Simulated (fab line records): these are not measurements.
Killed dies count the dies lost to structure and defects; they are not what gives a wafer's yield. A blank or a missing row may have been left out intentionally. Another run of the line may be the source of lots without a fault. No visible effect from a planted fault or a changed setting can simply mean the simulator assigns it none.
Code-filled problem report in 8D (eight disciplines) form :: flow nand-harc :: the parts of the form that need people (team, actions taken, sign-off) are left out

## 1. PROBLEM STATEMENT
Wafers free of any fault read 0.893 (standard deviation 0.0071) for VT_DECK2_TOP at NHARC_END_WLT_00, against a mean of 1.003 on 6 wafers of 2 lots. That is +16 standard deviations from the usual mean.
First observed at day 31 03:14: wafer L100.2, on prober-01. The record has a number at this step for 24 wafers belonging to 8 lots. By rule, "out" or "out of limits" means more than 4 standard deviations away from the usual mean. The rest of the wafers with a number are treated as sound.

## 2. WHAT IT IS AND WHAT IT IS NOT
question: which readings at this step
is: VT_DECK2_TOP, VT_DECK2_BOTTOM, VT_DECK2_BOTTOM_INNER, VT_DECK2_MEDIAN_NEAR_BOTTOM, VT_DECK2_MEDIAN_NEAR_BOTTOM_INNER, VT_DECK2_MIDDLE, VT_DECK2_MIDDLE_INNER, VT_DECK2_TOP_INNER
is not: VT_DECK1_BOTTOM, VT_DECK1_BOTTOM_INNER, VT_DECK1_MEDIAN_NEAR_BOTTOM, VT_DECK1_MEDIAN_NEAR_BOTTOM_INNER, VT_DECK1_MIDDLE, VT_DECK1_MIDDLE_INNER, VT_DECK1_TOP, VT_DECK1_TOP_INNER

question: which lots
is: L100, L101
is not: L103, L105, L106, L984, L985, L996

question: which wafers of those lots
is: all that have a number
is not: -

question: read on which gauges
is: prober-01, prober-02
is not: -

question: when
is: from day 31 03:14
is not: up to then (9 sound wafers); but 9 sound wafers of L103, L105, L106 came after

## 3. SUSPECTS, AND WHAT RULES EACH OUT
Counting: a tool stays on the suspect list if, at a process step up to the reading, it processed all lots that are out and no sound lot following the first of them.
- the gauge at NHARC_END_WLT_00 has been ruled out. Those wafers that are out were read across 2 gauges (prober-01, prober-02).
- lpcvd-poly-01 at NHARC_A_CHANNEL_FILL_D2_CVD_05 (deposits poly-Si, target thk 5 nm): kept. It processed each lot that is out, first L100 at day 21 21:24, and no sound lot thereafter; up to then, the last sound lot it processed was L996 at day 20 14:55. Its own spike-tc-bottom-C, spike-tc-centre-C, spike-tc-lower-C, spike-tc-top-C, spike-tc-upper-C, tube-center-temp-C readings are out on those wafers.
The count leaves lpcvd-poly-01 at NHARC_A_CHANNEL_FILL_D2_CVD_05.

## 4. THE CAUSE (what the simulator had put in)
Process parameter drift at NHARC_A_CHANNEL_FILL_D2_CVD_05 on lpcvd-poly-01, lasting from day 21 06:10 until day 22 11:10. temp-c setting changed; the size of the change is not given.
After counting, this tool was the only one left.

## 5. THE CHAIN OF EFFECTS, in route order
One row per reading whose mean, taken over the struck wafers that have a number, lies over 3 standard deviations from the usual. Scope: only readings with a usual standard deviation given in the record; hours: median across lots of the time from each lot's start at the first step in this table that gives one to its start at this step; sigmas: change in usual standard deviations.
hours: 0
step: NHARC_A_CHANNEL_FILL_D2_CVD_05
reading: spike-tc-bottom-C
usual: 571.8 C
on struck wafers: 587.0
change: +15.2
sigmas: +9.5

hours: 0
step: NHARC_A_CHANNEL_FILL_D2_CVD_05
reading: spike-tc-centre-C
usual: 550.0 C
on struck wafers: 565.3
change: +15.3
sigmas: +16

hours: 0
step: NHARC_A_CHANNEL_FILL_D2_CVD_05
reading: spike-tc-lower-C
usual: 550.1 C
on struck wafers: 566.1
change: +16.0
sigmas: +16

hours: 0
step: NHARC_A_CHANNEL_FILL_D2_CVD_05
reading: spike-tc-top-C
usual: 569.1 C
on struck wafers: 582.8
change: +13.7
sigmas: +9.8

hours: 0
step: NHARC_A_CHANNEL_FILL_D2_CVD_05
reading: spike-tc-upper-C
usual: 550.0 C
on struck wafers: 565.5
change: +15.5
sigmas: +16

hours: 0
step: NHARC_A_CHANNEL_FILL_D2_CVD_05
reading: tube-center-temp-C
usual: 550 C
on struck wafers: 566
change: +16
sigmas: +99 or more

hours: 225
step: NHARC_END_WLT_00
reading: VT_DECK2_BOTTOM
usual: 0.869
on struck wafers: 0.972
change: +0.103
sigmas: +14

hours: 225
step: NHARC_END_WLT_00
reading: VT_DECK2_BOTTOM_INNER
usual: 0.868
on struck wafers: 0.972
change: +0.104
sigmas: +13

hours: 225
step: NHARC_END_WLT_00
reading: VT_DECK2_MEDIAN_NEAR_BOTTOM
usual: 0.870
on struck wafers: 0.971
change: +0.101
sigmas: +14

hours: 225
step: NHARC_END_WLT_00
reading: VT_DECK2_MEDIAN_NEAR_BOTTOM_INNER
usual: 0.870
on struck wafers: 0.974
change: +0.104
sigmas: +14

hours: 225
step: NHARC_END_WLT_00
reading: VT_DECK2_MIDDLE
usual: 0.882
on struck wafers: 0.990
change: +0.108
sigmas: +15

hours: 225
step: NHARC_END_WLT_00
reading: VT_DECK2_MIDDLE_INNER
usual: 0.882
on struck wafers: 0.989
change: +0.107
sigmas: +14

hours: 225
step: NHARC_END_WLT_00
reading: VT_DECK2_TOP
usual: 0.893
on struck wafers: 1.003
change: +0.110
sigmas: +16

hours: 225
step: NHARC_END_WLT_00
reading: VT_DECK2_TOP_INNER
usual: 0.894
on struck wafers: 1.004
change: +0.110
sigmas: +14
The process steps in it:
- NHARC_A_CHANNEL_FILL_D2_CVD_05: deposits poly-Si, target thk 5 nm.
Later steps that measure or inspect, where all struck wafers having a row at the step show a number for every such reading and not one has moved that far: NHARC_END_SORT_01.

## 6. WHAT WOULD HAVE CAUGHT IT SOONER
237 hours passed between the start of the fault at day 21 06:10 and the first reading out of limits at a measuring or inspecting step in this record, taken at day 31 03:14.
Tool's own readings at NHARC_A_CHANNEL_FILL_D2_CVD_05, spike-tc-bottom-C, spike-tc-centre-C, spike-tc-lower-C, spike-tc-top-C, spike-tc-upper-C, tube-center-temp-C: out on all struck wafers the step has rows for; an alarm limit on them would have tripped on the first.
The start of NHARC_A_CHANNEL_FILL_D2_CVD_05 on lpcvd-poly-01 came by day 31 03:14 for every one of the lots that are out (2). Tool hold at that time: it would have spared none of them.
